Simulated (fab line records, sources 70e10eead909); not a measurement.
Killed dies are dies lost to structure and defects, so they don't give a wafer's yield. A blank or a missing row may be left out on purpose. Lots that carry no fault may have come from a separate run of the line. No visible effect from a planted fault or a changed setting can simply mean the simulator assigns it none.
fab line records	flow nand-harc
record lots=12	wafers=36	last-day=26
route steps=1159 shown A_SGD_CUT@765 A_SLIT@780 END@1159
lots that met no fault: from a run of the same line without faults
start-h: start of the lot's first displayed wafer, in hours after the record's first day	wait-h: time in hours since the lot's previous step	" repeats the value in the row above	L1.1+2: several wafers, shown together as one row	- no value present, or no start provided	* or withheld: withheld	< > ~ a bound
route shown NAME@n: NAME is a module with steps in the file, n the number in the route of the first one	usual: mean and standard deviation over wafers with no fault	same: alike in all rows	chamber/n: place in a boat	sites: per-site readings	_std_site: their standard deviation	_edge_site: outer sites' mean less inner sites'	radius-mm: for every site, how far away it sits from the centre of the wafer	mask NAME#n: copy n	behind: tool/chamber where the wafer was last shaped	hold: why the lot went on hold/how many hours it stayed there/how the hold came to an end	device: the n, p or np transistor that did not switch	end of line: at the end of the route, the tests of the same wafers	where a step has no rows: the recipe by itself	killed: dies lost to structure and defects at the first sort, not the wafer's yield	map: the dies of a wafer, with x for killed, . for not killed, _ for no die there
set.NAME: the setting as run; set.NAME@STEP: as run at that earlier step	model.NAME: the simulator's own value behind a step, which no gauge read
a sample of lots followed through the steps of the route, with each step as a table and each wafer as a row
services: when a tool's chamber went out of use (start-h, in hours from the record's first day, below 0 if earlier), for how many hours, and the reason
## steps
# step NHARC_A_SGD_CUT_ETCH_16
# recipe target-depth-a=3105	time-s=155.2	c4f8-flow-sccm=withheld	o2-flow-sccm=8	ar-flow-sccm=withheld	rf-w=600	bias-w=800	chemistry=C4F8/O2/Ar
# usual bias-w=800.0/2.5	oes-product-au=0.973/0.018	rf-vpp-V=725/4.6
lot.wafer	tool	chamber	start-h	wait-h	bias-w	oes-product-au	rf-hours-counter-h	rf-vpp-V
L824.3	rie-diel-05	3	-	-	797.5	0.955	18	730
L824.1	"	2	"	"	798.1	0.941	15	731
L824.4	"	1	"	"	800.3	0.961	-	726
L827.2	rie-diel-06	1	-	-	797.6	0.945	10	726
L827.4	"	3	"	"	802.0	0.954	-	728
L827.5	"	0	"	"	803.5	0.962	-	723
L830.3	rie-diel-13	3	-	-	799.9	0.966	5	730
L830.6	"	3	"	"	801.3	0.958	-	729
L830.5	"	1	"	"	803.6	0.929	-	723
L832.4	rie-diel-13	1	-	-	798.8	0.960	3	722
L832.2	"	2	"	"	806.1	0.969	5	718
L832.6	"	1	"	"	800.8	0.964	-	724
L835.2	rie-diel-05	3	-	-	800.7	0.995	4	731
L835.4	"	1	"	"	799.7	0.992	5	724
L835.6	"	3	"	"	802.0	0.989	-	731
L837.4	rie-diel-13	1	-	-	798.5	0.976	4	724
L837.2	"	3	"	"	801.0	0.955	8	730
L837.5	"	1	"	"	798.3	0.966	-	724
L836.2	rie-diel-05	1	-	-	795.6	0.940	6	724
L836.1	"	2	"	"	807.3	0.951	6	729
L836.5	"	1	"	"	799.0	0.946	-	722
L840.4	rie-diel-05	2	-	-	800.2	0.973	9	729
L840.3	"	3	"	"	800.4	0.978	7	731
L840.1	"	0	"	"	799.5	0.978	7	716
L841.2	rie-diel-05	1	-	-	797.9	0.998	11	724
L841.1	"	3	"	"	800.9	0.994	9	729
L841.5	"	1	"	"	798.3	0.992	-	724
L842.2	rie-diel-06	0	-	-	802.3	0.999	1	724
L842.3	"	1	"	"	799.7	0.992	1	725
L842.1	"	2	"	"	802.8	0.977	1	722
L843.2	rie-diel-06	3	-	-	794.8	0.984	1	729
L843.3	"	0	"	"	801.1	0.990	1	723
L843.6	"	1	"	"	798.0	0.979	-	727
L845.4	rie-diel-05	0	-	-	799.1	0.979	13	716
L845.2	"	1	"	"	801.2	0.973	15	724
L845.6	"	3	"	"	798.7	0.979	-	730
# step NHARC_A_SGD_CUT_STRIP_17
# recipe o2-flow-sccm=500	ar-flow-sccm=0	bias-w=0	chemistry=O2
# usual drypump-motor-current-A=5.9/0.46	oes-product-au=1.003/0.009	rf-vpp-V=57.9/0.86	showerhead-plenum-p-Torr=3.58/0.16	throttle-valve-pct=17.036/0.0097
# same bias-w=0
lot.wafer	tool	chamber	start-h	wait-h	drypump-motor-current-A	oes-product-au	rf-hours-counter-h	rf-vpp-V	showerhead-plenum-p-Torr	throttle-valve-pct
L824.1	rie-diel-05	1	-	-	5.9	1.012	13	57.2	3.56	17.040
L824.3	"	3	"	"	6.4	1.007	18	56.7	3.77	17.029
L824.4	"	3	"	"	6.4	1.000	-	57.8	3.77	17.031
L827.2	rie-diel-06	0	-	-	6.4	1.006	10	58.5	3.56	17.036
L827.5	"	1	"	"	5.4	0.995	-	57.3	3.65	17.039
L827.4	"	3	"	"	6.3	0.996	-	59.6	3.66	17.048
L830.3	rie-diel-13	1	-	-	6.1	1.000	2	56.7	3.53	17.041
L830.6	"	3	"	"	5.1	1.000	-	60.1	3.76	17.026
L830.5	"	1	"	"	6.1	0.996	-	57.3	3.53	17.030
L832.4	rie-diel-13	2	-	-	5.8	0.995	6	57.0	3.33	17.032
L832.2	"	0	"	"	5.3	0.990	5	58.4	3.33	17.034
L832.6	"	2	"	"	5.8	0.994	-	57.9	3.33	17.025
L835.2	rie-diel-05	1	-	-	5.9	1.002	5	58.6	3.55	17.026
L835.4	"	3	"	"	6.4	1.010	4	57.2	3.76	17.033
L835.6	"	1	"	"	5.9	0.996	-	59.4	3.56	17.017
L837.2	rie-diel-13	1	-	-	6.1	1.004	4	57.2	3.53	17.023
L837.4	"	3	"	"	5.1	0.997	8	57.3	3.76	17.033
L837.5	"	1	"	"	6.1	0.989	-	58.4	3.53	17.042
L836.2	rie-diel-05	1	-	-	5.9	0.996	6	56.3	3.55	17.038
L836.1	"	2	"	"	6.4	0.988	6	59.1	3.74	17.030
L836.5	"	0	"	"	5.2	1.006	-	58.2	3.29	17.035
L840.1	rie-diel-05	1	-	-	5.8	0.997	9	58.8	3.55	17.039
L840.4	"	3	"	"	6.4	1.026	7	58.1	3.76	17.045
L840.3	"	0	"	"	5.2	1.006	7	57.7	3.29	17.027
L841.1	rie-diel-05	2	-	-	6.3	1.007	11	58.4	3.73	17.031
L841.2	"	3	"	"	6.4	1.022	9	59.5	3.76	17.021
L841.5	"	3	"	"	6.4	1.021	-	57.8	3.76	17.040
L842.1	rie-diel-06	0	-	-	6.4	1.014	1	56.4	3.56	17.033
L842.3	"	2	"	"	6.0	1.016	1	59.1	3.50	17.037
L842.2	"	3	"	"	6.3	0.991	1	58.1	3.66	17.049
L843.2	rie-diel-06	3	-	-	6.3	0.992	1	57.3	3.66	17.032
L843.3	"	1	"	"	5.4	1.000	1	58.5	3.65	17.022
L843.6	"	2	"	"	6.0	1.009	-	56.4	3.50	17.016
L845.4	rie-diel-05	0	-	-	5.2	1.002	13	56.5	3.29	17.035
L845.2	"	2	"	"	6.4	0.998	15	57.5	3.73	17.026
L845.6	"	3	"	"	6.4	1.010	-	58.5	3.76	17.042
# step NHARC_A_SGD_CUT_STRIP_28
# recipe time-s=20	o2-flow-sccm=500	ar-flow-sccm=0	bias-w=0	chemistry=O2
# usual drypump-motor-current-A=5.8/0.47	oes-product-au=1.002/0.011	rf-vpp-V=57.9/0.95	showerhead-plenum-p-Torr=3.55/0.17	throttle-valve-pct=17.036/0.0094
# same bias-w=0
lot.wafer	tool	chamber	start-h	wait-h	drypump-motor-current-A	oes-product-au	rf-hours-counter-h	rf-vpp-V	showerhead-plenum-p-Torr	throttle-valve-pct
L824.3	rie-diel-06	2	328.68	-	6.0	0.992	8	57.7	3.50	17.041
L824.1	"	0	"	"	6.4	1.011	7	56.9	3.56	17.047
L824.4	"	1	"	"	5.4	1.007	7	59.5	3.65	17.040
L827.2	rie-diel-05	2	355.72	-	6.4	0.998	0	58.6	3.74	17.041
L827.4	"	0	"	"	5.2	1.009	0	57.1	3.30	17.034
L827.5	"	3	"	"	6.4	1.025	-	57.5	3.77	17.039
L830.3	rie-diel-06	0	369.11	0.1	6.4	1.002	12	57.7	3.56	17.027
L830.5	"	3	"	"	6.3	1.004	-	57.1	3.66	17.039
L830.6	"	0	"	"	6.4	1.016	-	57.6	3.56	17.029
L832.2	rie-diel-06	2	373.43	-	6.0	1.005	11	58.1	3.50	17.040
L832.4	"	3	"	"	6.4	1.015	14	57.6	3.66	17.048
L832.6	"	3	"	"	6.4	1.011	-	58.1	3.66	17.040
L837.2	rie-diel-05	3	393.30	-	6.4	1.014	5	59.1	3.76	17.050
L837.4	"	1	"	"	5.8	1.002	6	57.9	3.55	17.021
L837.5	"	3	"	"	6.4	1.014	-	58.3	3.76	17.043
L835.2	rie-diel-13	1	393.44	0.2	6.1	1.001	5	56.4	3.53	17.045
L835.4	"	2	"	"	5.7	1.004	-	56.7	3.33	17.038
L835.6	"	1	"	"	6.1	1.000	-	58.2	3.53	17.038
L836.2	rie-diel-13	0	413.74	-	5.3	0.988	8	59.2	3.33	17.040
L836.1	"	2	"	"	5.8	1.012	8	57.2	3.33	17.034
L836.5	"	0	"	"	5.3	0.979	-	57.3	3.33	17.051
L840.4	rie-diel-05	3	423.36	-	6.4	1.010	7	57.4	3.76	17.042
L840.3	"	1	"	"	5.9	1.002	9	58.1	3.55	17.032
L840.1	"	2	"	"	6.4	0.988	9	58.1	3.73	17.028
L841.1	rie-diel-06	2	439.27	-	6.0	1.012	1	57.7	3.50	17.032
L841.2	"	0	"	"	6.3	1.013	1	58.2	3.56	17.044
L841.5	"	3	"	"	6.3	0.992	-	57.6	3.65	17.030
L842.2	rie-diel-05	1	439.28	-	5.9	1.009	12	58.7	3.55	17.036
L842.1	"	2	"	"	6.4	0.995	12	57.6	3.73	17.011
L842.3	"	3	"	"	6.3	1.009	11	57.9	3.76	17.029
L843.2	rie-diel-05	0	442.05	-	5.2	1.024	11	56.4	3.29	17.023
L843.3	"	1	"	"	5.8	1.000	13	58.4	3.55	17.032
L843.6	"	3	"	"	6.4	1.012	-	58.8	3.76	17.034
L845.2	rie-diel-13	1	467.42	-	6.1	1.004	0	57.6	3.53	17.055
L845.4	"	2	"	"	5.8	0.987	0	58.1	3.33	17.045
L845.6	"	1	"	"	6.1	0.997	-	55.7	3.53	17.030
# step NHARC_A_SGD_CUT_INSPECT_25
# usual raw-defect-count=294/68
lot.wafer	tool	chamber	start-h	wait-h	raw-defect-count
L824.1	defect-inspect-02	-	328.78	-	221
L824.3	"	-	"	"	342
L824.4	"	-	"	"	264
L827.2	defect-inspect-02	-	355.82	-	335
L827.4	"	-	"	"	272
L827.5	"	-	"	"	305
L830.3	defect-inspect-02	-	369.22	-	545
L830.5	"	-	"	"	531
L830.6	"	-	"	"	629
L832.2	defect-inspect-02	-	373.53	-	652
L832.4	"	-	"	"	710
L832.6	"	-	"	"	608
L837.2	defect-inspect-01	-	393.40	-	282
L837.4	"	-	"	"	312
L837.5	"	-	"	"	288
L835.2	defect-inspect-02	-	393.55	-	299
L835.4	"	-	"	"	390
L835.6	"	-	"	"	344
L836.1	defect-inspect-02	-	413.84	-	386
L836.2	"	-	"	"	265
L836.5	"	-	"	"	276
L840.1	defect-inspect-01	-	423.47	-	334
L840.3	"	-	"	"	274
L840.4	"	-	"	"	257
L841.1	defect-inspect-02	-	439.37	-	362
L841.2	"	-	"	"	352
L841.5	"	-	"	"	352
L842.1	defect-inspect-01	-	439.38	-	241
L842.2	"	-	"	"	213
L842.3	"	-	"	"	204
L843.2	defect-inspect-02	-	442.16	-	329
L843.3	"	-	"	"	236
L843.6	"	-	"	"	225
L845.2	defect-inspect-02	-	467.52	-	311
L845.4	"	-	"	"	256
L845.6	"	-	"	"	270
# step NHARC_A_SLIT_DEP_00
# recipe target-thk-a=32000	temp-c=400	material=aC
# usual throttle-valve-pct=35.000/0.0093
lot.wafer	tool	chamber	start-h	wait-h	throttle-valve-pct
L824.1	acl-dep-02	0	329.64	-	35.002
L824.3	"	0	"	"	35.001
L824.4	"	0	"	"	35.014
L827.2	acl-dep-03	0	357.00	-	34.995
L827.4	"	0	"	"	34.997
L827.5	"	0	"	"	35.014
L830.3	acl-dep-01	0	372.90	-	35.017
L830.5	"	0	"	"	35.002
L830.6	"	0	"	"	34.994
L832.2	acl-dep-03	0	376.68	-	35.016
L832.4	"	0	"	"	35.009
L832.6	"	0	"	"	34.986
L837.2	acl-dep-02	0	394.14	-	35.009
L837.4	"	0	"	"	34.983
L837.5	"	0	"	"	34.994
L835.2	acl-dep-03	0	394.29	-	35.009
L835.4	"	0	"	"	34.994
L835.6	"	0	"	"	34.978
L836.1	acl-dep-01	0	414.24	-	35.003
L836.2	"	0	"	"	35.005
L836.5	"	0	"	"	35.007
L840.1	acl-dep-03	0	424.05	-	35.006
L840.3	"	0	"	"	35.006
L840.4	"	0	"	"	34.988
L841.1	acl-dep-02	0	439.78	-	35.004
L841.2	"	0	"	"	34.992
L841.5	"	0	441.11	-	34.998
L842.1	acl-dep-03	0	439.79	-	35.009
L842.2	"	0	"	"	34.995
L842.3	"	0	"	"	34.998
L843.2	acl-dep-03	0	443.31	-	35.010
L843.3	"	0	"	"	34.975
L843.6	"	0	"	"	35.001
L845.2	acl-dep-03	0	469.79	-	34.995
L845.4	"	0	"	"	34.992
L845.6	"	0	"	"	34.985
# step NHARC_END_SORT_01
# recipe temp-c=25
# usual killed-at-array=27/11	killed-at-other=0.6/1	killed-at-periphery=3.0/2.1	killed-dies=31/12	killed-open=3.2/1.7	killed-short=1.7/1.4
# same gross-dies=677
lot.wafer	tool	chamber	start-h	wait-h	killed-at-array	killed-at-other	killed-at-periphery	killed-dies	killed-open	killed-short
L832.2	prober-01	0	498.77	2.8	87	0	1	88	3	2
L832.4	prober-01	0	500.38	3.4	73	0	2	75	3	1
L832.6	prober-01	0	501.99	4.0	68	1	1	70	1	1
L830.3	prober-02	0	506.19	3.0	97	1	3	101	2	3
L830.5	prober-02	0	507.76	3.6	84	0	7	91	3	3
L830.6	prober-02	0	508.54	3.9	95	0	2	97	2	1
L836.1	prober-02	0	540.05	2.5	22	0	5	27	4	3
L836.2	prober-02	0	540.85	2.8	32	1	3	36	6	2
L836.5	prober-02	0	543.24	3.7	29	1	2	32	7	1
L842.1	prober-01	0	564.35	2.5	49	0	6	55	5	1
L842.2	prober-01	0	565.16	2.8	50	1	2	53	2	3
L842.3	prober-01	0	565.97	3.1	45	0	5	50	6	2
L841.1	prober-02	0	566.54	2.5	25	0	3	28	2	3
L841.2	prober-02	0	567.35	2.8	27	0	4	31	6	2
L841.5	prober-02	0	569.75	3.7	27	0	2	29	3	1
L843.2	prober-01	0	577.66	2.8	54	0	2	56	2	0
L843.3	prober-01	0	578.47	3.1	42	0	5	47	5	1
L843.6	prober-01	0	580.91	4.1	46	0	6	52	3	0
# killed by level:class
L832.2 A_SGD_CUT:unspecified=72 A_STAIRCASE:chamber-film-flake=5 A_CHANNEL_HOLE_D1:chamber-film-flake=2 A_WL_FILL:chamber-film-flake=2 P_CONTACT:geometric-particle:short=1 A_ONON_D1:geometric-particle:short=1 A_ONON_D1:geometric-particle:open=1 A_CONTACT:geometric-particle:open=1
L832.4 A_SGD_CUT:unspecified=64 A_CHANNEL_HOLE_D1:chamber-film-flake=3 P_ZERO_WELL:chamber-film-flake=2 A_SOURCE_PLATE:geometric-particle:open=1 A_WL_FILL:geometric-particle:short=1 A_CONTACT:geometric-particle:open=1 A_M1:geometric-particle:open=1 A_WL_FILL:chamber-film-flake=1
L832.6 A_SGD_CUT:unspecified=60 A_CHANNEL_HOLE_D1:chamber-film-flake=3 A_WL_FILL:chamber-film-flake=2 A_WL_FILL:geometric-particle:short=1 A_CONTACT:geometric-particle:open=1 P_ZERO_WELL:chamber-film-flake=1 A_STAIRCASE:chamber-film-flake=1 THIN_TSV:chamber-film-flake=1
L830.3 A_SGD_CUT:unspecified=68 A_SLIT:chamber-film-flake=16 A_STAIRCASE:chamber-film-flake=3 A_CHANNEL_FILL_D1:chamber-film-flake=2 P_GATE:geometric-particle:short=1 A_SOURCE_PLATE:geometric-particle:open=1 A_CHANNEL_HOLE_D1:geometric-particle:short=1 A_WL_FILL:geometric-particle:short=1
L830.5 A_SGD_CUT:unspecified=60 A_SLIT:chamber-film-flake=11 A_CONTACT:chamber-film-flake=5 A_CHANNEL_HOLE_D1:chamber-film-flake=4 P_ZERO_WELL:chamber-film-flake=2 A_STAIRCASE:chamber-film-flake=2 P_CONTACT:geometric-particle:short=1 P_M0:geometric-particle:open=1
L830.6 A_SGD_CUT:unspecified=71 A_SLIT:chamber-film-flake=11 A_STAIRCASE:chamber-film-flake=4 A_ZERO_WELL:chamber-film-flake=3 A_WL_FILL:chamber-film-flake=2 P_CONTACT:geometric-particle:short=1 A_CHANNEL_HOLE_D1:geometric-particle:open=1 A_M0:geometric-particle:open=1
L836.1 A_CHANNEL_HOLE_D1:chamber-film-flake=11 A_CONTACT:chamber-film-flake=4 P_CONTACT:geometric-particle:open=3 A_SLIT:chamber-film-flake=2 P_M1:geometric-particle:short=1 A_SGD_CUT:geometric-particle:short=1 A_WL_FILL:geometric-particle:short=1 A_CONTACT:geometric-particle:open=1
L836.2 A_CHANNEL_HOLE_D1:chamber-film-flake=19 A_CONTACT:chamber-film-flake=3 P_M0:geometric-particle:open=2 A_SOURCE_PLATE:geometric-particle:open=2 A_CONTACT:geometric-particle:open=2 A_STAIRCASE:chamber-film-flake=2 A_SLIT:chamber-film-flake=2 P_M1:geometric-particle:short=1
L836.5 A_CHANNEL_HOLE_D1:chamber-film-flake=17 A_STAIRCASE:chamber-film-flake=3 P_M0:geometric-particle:open=2 A_CONTACT:chamber-film-flake=2 A_SOURCE_PLATE:geometric-particle:open=1 A_WL_FILL:geometric-particle:short=1 A_CONTACT:geometric-particle:open=1 A_BLC:geometric-particle:open=1
L842.1 A_SLIT:chamber-film-flake=20 A_CHANNEL_HOLE_D1:chamber-film-flake=10 A_STAIRCASE:chamber-film-flake=10 A_CONTACT:chamber-film-flake=6 P_M2:geometric-particle:open=2 A_SGD_CUT:chamber-film-flake=2 P_GATE:geometric-particle:open=1 P_CONTACT:geometric-particle:short=1
L842.2 A_SLIT:chamber-film-flake=17 A_CHANNEL_HOLE_D1:chamber-film-flake=16 A_STAIRCASE:chamber-film-flake=5 A_SGD_CUT:chamber-film-flake=4 A_CONTACT:chamber-film-flake=4 P_GATE:geometric-particle:short=1 A_ONON_D1:geometric-particle:open=1 A_SGD_CUT:geometric-particle:short=1
L842.3 A_SLIT:chamber-film-flake=18 A_CHANNEL_HOLE_D1:chamber-film-flake=9 A_CONTACT:chamber-film-flake=7 A_STAIRCASE:chamber-film-flake=3 A_SGD_CUT:chamber-film-flake=3 P_GATE:geometric-particle:open=1 P_CONTACT:geometric-particle:open=1 P_M0:geometric-particle:open=1
L841.1 A_CHANNEL_HOLE_D1:chamber-film-flake=12 A_WL_FILL:chamber-film-flake=5 A_STAIRCASE:chamber-film-flake=3 P_CONTACT:geometric-particle:short=2 A_CONTACT:geometric-particle:open=2 A_CHANNEL_FILL_D1:geometric-particle:short=1 P_STI:chamber-film-flake=1 A_SLIT:chamber-film-flake=1
L841.2 A_CHANNEL_HOLE_D1:chamber-film-flake=11 A_STAIRCASE:chamber-film-flake=8 P_STI:geometric-particle:open=2 A_ONON_D1:geometric-particle:short=2 A_CONTACT:geometric-particle:open=2 A_SLIT:chamber-film-flake=2 A_WL_FILL:chamber-film-flake=2 P_CONTACT:geometric-particle:open=1
L841.5 A_CHANNEL_HOLE_D1:chamber-film-flake=14 A_WL_FILL:chamber-film-flake=3 A_CONTACT:geometric-particle:open=2 A_SLIT:chamber-film-flake=2 A_CONTACT:chamber-film-flake=2 P_GATE:geometric-particle:open=1 A_WL_FILL:geometric-particle:short=1 P_STI:chamber-film-flake=1
L843.2 A_SLIT:chamber-film-flake=25 A_STAIRCASE:chamber-film-flake=13 A_CHANNEL_HOLE_D1:chamber-film-flake=10 A_CONTACT:chamber-film-flake=2 A_SGD_CUT:geometric-particle:open=1 A_CONTACT:geometric-particle:open=1 P_GATE:chamber-film-flake=1 P_BONDPAD:chamber-film-flake=1
L843.3 A_SLIT:chamber-film-flake=16 A_CONTACT:chamber-film-flake=7 A_CHANNEL_HOLE_D1:chamber-film-flake=6 A_STAIRCASE:chamber-film-flake=6 P_BONDPAD:chamber-film-flake=3 P_GATE:geometric-particle:open=1 P_M1:geometric-particle:open=1 A_ONON_D1:geometric-particle:open=1
L843.6 A_SLIT:chamber-film-flake=18 A_CHANNEL_HOLE_D1:chamber-film-flake=9 A_CONTACT:chamber-film-flake=8 A_STAIRCASE:chamber-film-flake=8 P_STI:chamber-film-flake=2 P_BONDPAD:chamber-film-flake=2 P_M2:geometric-particle:open=1 A_CONTACT:geometric-particle:open=1
## services
tool	chamber	start-h	hours	kind
rie-diel-05	1	305.71	16.6	repair
rie-diel-05	0	319.67	-	clean
rie-diel-05	2	319.67	-	clean
rie-diel-05	3	319.67	-	clean
rie-diel-13	1	333.44	30.3	repair
rie-diel-05	-	340.67	9.0	pm
rie-diel-05	0	340.67	9.0	vent-cycle
rie-diel-05	1	340.67	9.0	vent-cycle
rie-diel-05	2	340.67	9.0	vent-cycle
rie-diel-05	3	340.67	9.0	vent-cycle
rie-diel-06	2	341.90	8.8	repair
rie-diel-06	1	343.08	5.3	repair
acl-dep-02	-	349.58	13.0	pm
rie-diel-05	0	349.67	-	clean
rie-diel-05	0	349.67	-	consumable-replace:focus-ring
rie-diel-06	0	353.39	3.1	repair
rie-diel-06	2	360.25	8.9	repair
rie-diel-13	0	362.54	4.0	repair
rie-diel-13	0	375.92	8.1	repair
rie-diel-13	0	390.10	5.0	repair
acl-dep-03	-	405.51	13.0	pm
rie-diel-13	-	415.69	22.2	repair
rie-diel-06	-	418.20	9.0	pm
rie-diel-13	-	453.01	9.0	pm
## key
first-sign step=NHARC_A_SGD_CUT_INSPECT_25	reading=raw-defect-count	direction=up	sigmas=4.7	usual=294	struck=612
effect step=NHARC_END_SORT_01	reading=killed-at-array	direction=up	sigmas=5	usual=27	struck=84
more-kills-born-at NHARC_A_SGD_CUT_STRIP_28@rie-diel-06=395
met-at NHARC_A_SGD_CUT_STRIP_28
struck-lots L830,L832
tester-left-out L830,L832
not-acting-at NHARC_A_SGD_CUT_ETCH_16,NHARC_A_SGD_CUT_STRIP_17,NHARC_A_SLIT_DEP_00
onset-between 328.68 369.11
fault kind=chamber-particle-source	tool=rie-diel-06	chamber=-	onset-h=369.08	steps=NHARC_A_SGD_CUT_STRIP_28	rate-per-visit-cm2=0.44657	end-h=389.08
# tester-left-out: of these lots the tester's yield and bins aren't shown, on N5 and GAA mostly nor the transistor test; their killed dies are dies lost to structure and defects alone, not to doping, threshold or leakage, so they don't give the yield
